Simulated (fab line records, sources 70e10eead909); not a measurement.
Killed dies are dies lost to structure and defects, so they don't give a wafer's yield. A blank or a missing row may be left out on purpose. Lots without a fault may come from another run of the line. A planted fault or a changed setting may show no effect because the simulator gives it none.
fab line records | flow nand_harc
record lots=7 wafers=21 last_day=24
route steps=1159 shown A_CONTACT@883
lots that met no fault: from a run of the same line without faults
start_h: hours from the record's first day to the start of the lot's first wafer shown | wait_h: hours since the lot's step before | " the same as in the row above | L1.1+2: a row that stands for several wafers | - no value, or no start given | * or withheld: withheld | < > ~ a bound
route shown NAME@n: a module of which the file shows steps, and the number in the route of the first | usual: mean/standard deviation of fault-free wafers | same: alike in all rows | chamber/n: place in a boat | sites: the reading at each site | _std_site: their standard deviation | _edge_site: outer sites' mean less inner sites' | radius_mm: how far each site lies from the wafer's centre | mask NAME#n: copy n | behind: the tool/chamber that last shaped the wafer | hold: why the lot was held/for how many hours/how that ended | device: the transistor (n, p or np) that didn't switch | end of line: the same wafers' tests at the end of the route | a step without rows: its recipe alone | killed: dies lost to structure and defects at the first sort, not the wafer's yield | map: a wafer's dies, x killed, . not, _ none there
set.NAME: the setting as run; set.NAME@STEP: as run at that earlier step | model.NAME: the simulator's own value behind a step, which no gauge read
lots at some steps of the route; a table a step, a row a wafer
services: from which hour (start_h, from the record's first day; less than 0 if before it) a tool's chamber was out of use, for how many hours, and why
## steps
# step NHARC_A_CONTACT_STRIP_56
# recipe time_s=600 temp_c=30 chemistry=post_etch_residue_remover
# step NHARC_A_CONTACT_DEP_57
# recipe target_thk_a=28000 temp_c=400 material=aC
# usual throttle_valve_pct=35.001/0.0098
# columns lot.wafer tool chamber start_h wait_h throttle_valve_pct
L297.1 acl_dep-03 0 429.66 - 34.996
L297.3 " 0 " " 34.994
L297.5 " 0 " " 34.999
L296.2 acl_dep-02 0 431.75 - 34.995
L296.3 " 0 " " 35.003
L296.6 " 0 " " 34.993
L299.1 acl_dep-01 0 441.35 - 35.011
L299.3 " 0 " " 35.011
L299.4 " 0 " " 35.000
L308.1 acl_dep-03 0 501.34 - 35.000
L308.2 " 0 " " 35.014
L308.6 " 0 502.76 - 34.997
L306.1 acl_dep-03 0 503.05 - 35.004
L306.5 " 0 504.21 - 34.997
L306.6 " 0 " " 35.010
L307.1 acl_dep-01 0 505.83 - 35.003
L307.2 " 0 " " 34.983
L307.5 " 0 " " 35.004
L309.1 acl_dep-01 0 507.79 - 34.998
L309.2 " 0 " " 35.018
L309.4 " 0 " " 35.000
# step NHARC_A_CONTACT_DEP_58
# recipe target_thk_a=600 target_thk_nm=60 temp_c=400 pressure_torr=3.5 flow_sccm=200 rf_w=350 material=SiON
# usual chamber_pressure_Torr=3.500/0.0079 heater_power_w=749/76
# columns lot.wafer tool chamber start_h wait_h chamber_pressure_Torr heater_power_w
L297.1 pecvd-02 2 431.44 1.5 3.491 715
L297.3 " 0 " " 3.512 719
L297.5 " 0 " " 3.503 718
L296.2 pecvd-02 1 433.25 1.2 3.502 723
L296.3 " 2 " " 3.497 618
L296.6 " 1 " " 3.502 730
L299.3 pecvd-02 2 443.10 0.9 3.505 753
L299.1 " 0 " " 3.505 730
L299.4 " 0 " " 3.506 734
L308.1 pecvd-01 1 503.07 1.4 3.502 777
L308.2 " 0 " " 3.516 809
L308.6 " 0 " " 3.498 826
L306.1 pecvd-01 0 504.84 1.5 3.499 725
L306.6 " 2 " " 3.491 838
L306.5 " 1 " " 3.491 756
L307.2 pecvd-03 1 507.61 1.2 3.503 718
L307.1 " 2 " " 3.503 931
L307.5 " 2 " " 3.506 915
L309.2 pecvd-02 0 509.55 1.2 3.502 630
L309.1 " 2 " " 3.502 667
L309.4 " 0 " " 3.500 636
# step NHARC_A_CONTACT_DEHYDRATE_59
# recipe temp_c=150 time_s=120
# step NHARC_A_CONTACT_HMDS_60
# recipe time_s=30
# step NHARC_A_CONTACT_COAT_61
# recipe temp_c=260 time_s=75
# step NHARC_A_CONTACT_COAT_62
# recipe temp_c=225 time_s=65
# step NHARC_A_CONTACT_COAT_63
# recipe spin_rpm=1500 resist_thk_nm=90
# step NHARC_A_CONTACT_SOFTBAKE_64
# recipe temp_c=105 time_s=55
# step NHARC_A_CONTACT_EBR_65
# step NHARC_A_CONTACT_EXPOSE_66
# recipe na=1.35 sigma_outer=0.8 dose_mj=59.02 mask_id=A_CC_2
# step NHARC_A_CONTACT_PEB_67
# recipe peb_temp_c=100 peb_time_s=65
# step NHARC_A_CONTACT_DEVELOP_68
# recipe develop_time_s=35 dev_temp_c=23
# usual chill_plate_temp_C=23.01/0.11 develop_time_s=35/0 resist_line_temp_C=22.99/0.14
# columns lot.wafer tool chamber start_h wait_h chill_plate_temp_C develop_time_s resist_line_temp_C
L297.1 litho_track-01 0 432 - 22.92 35 23.13
L297.3 " 0 " " 22.95 35 23.00
L297.5 " 0 " " 22.92 35 23.10
L296.2 litho_track-01 0 433 - 22.97 35 22.98
L296.3 " 0 " " 22.86 35 23.00
L296.6 " 0 " " 23.00 35 23.03
L299.1 litho_track-06 0 443 - 22.98 35 22.81
L299.3 " 0 " " 22.90 35 22.81
L299.4 " 0 " " 22.96 35 23.03
L308.1 litho_track-06 - 503 - - - -
L308.2 " - " " - - -
L308.6 " - " " - - -
L306.1 litho_track-04 - 505 - - - -
L306.5 " - " " - - -
L306.6 " - " " - - -
L307.1 litho_track-04 - 508 - - - -
L307.2 " - " " - - -
L307.5 " - " " - - -
L309.1 litho_track-04 0 510 - 22.90 35 23.30
L309.2 " 0 " " 22.98 35 23.24
L309.4 " 0 " " 23.02 35 23.19
# step NHARC_A_CONTACT_CD_MEAS_69
# recipe target_cd_nm=200 landing_energy_ev=500
# usual cd_nm=199.8/0.54
# columns lot.wafer tool chamber start_h wait_h cd_nm
L297.1 cd_sem-01 0 432.13 - 200.3
L297.3 " 0 " " 200.5
L297.5 " 0 " " 199.9
L296.2 cd_sem-02 0 433.94 - 200.9
L296.3 " 0 " " 200.9
L296.6 " 0 " " 200.4
L299.1 cd_sem-03 0 443.79 - 200.6
L299.3 " 0 " " 199.4
L299.4 " 0 " " 199.6
L308.1 cd_sem-03 0 503.66 - -
L308.2 " 0 " " -
L308.6 " 0 " " -
L306.1 cd_sem-03 0 505.54 - -
L306.5 " 0 " " -
L306.6 " 0 " " -
L307.1 cd_sem-03 0 508.18 - -
L307.2 " 0 " " -
L307.5 " 0 " " -
L309.1 cd_sem-03 0 510.27 - 200.7
L309.2 " 0 " " 199.4
L309.4 " 0 " " 199.6
## services
# columns tool chamber start_h hours kind
pecvd-01 - 418.47 13.0 pm
pecvd-01 0 418.47 13.0 vent_cycle
pecvd-01 1 418.47 13.0 vent_cycle
pecvd-01 2 418.47 13.0 vent_cycle
pecvd-01 0 431.47 - clean
pecvd-01 1 431.47 - clean
pecvd-01 2 431.47 - clean
litho_track-06 - 440.64 - consumable_replace:filter
litho_track-01 - 443.00 7.0 pm
pecvd-02 - 462.81 3.0 repair
litho_track-06 - 467.00 7.0 pm
pecvd-03 - 473.13 13.0 pm
pecvd-03 0 473.13 13.0 vent_cycle
pecvd-03 1 473.13 13.0 vent_cycle
pecvd-03 2 473.13 13.0 vent_cycle
acl_dep-01 - 475.47 13.0 pm
pecvd-03 0 486.13 - clean
pecvd-03 1 486.13 - clean
pecvd-03 2 486.13 - clean
litho_track-04 - 491.00 7.0 pm
pecvd-02 2 492.90 3.2 repair
## key
first_sign step=NHARC_A_CONTACT_DEVELOP_68 reading=tool_record direction=missing
effect none on later readings
met_at NHARC_A_CONTACT_DEVELOP_68
struck_wafers L306.1,L306.5,L306.6,L307.1,L307.2,L307.5,L308.1,L308.2,L308.6
later_rows_left_out L306.1,L306.5,L306.6,L307.1,L307.2,L307.5,L308.1,L308.2,L308.6
sort_left_out L306.1,L306.5,L306.6,L307.1,L307.2,L307.5,L308.1,L308.2,L308.6
tester_left_out L306,L307,L308
onset_between 443 503
fault kind=skipped_step_whole tool=litho_track-04,litho_track-06 chamber=- onset_h=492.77 steps=NHARC_A_CONTACT_DEVELOP_68 scope=struck_lots_only
# tester_left_out: of these lots the tester's yield and bins aren't shown, on N5 and GAA mostly nor the transistor test; their killed dies are dies lost to structure and defects alone, not to doping, threshold or leakage, so they don't give the yield
# sort_left_out: the simulated sort isn't trusted on such a fault, so these wafers' sort isn't shown, and their yield isn't known
# later_rows_left_out: the simulator's readings of these wafers behind a module that went badly wrong aren't trusted and aren't shown, but for the sort
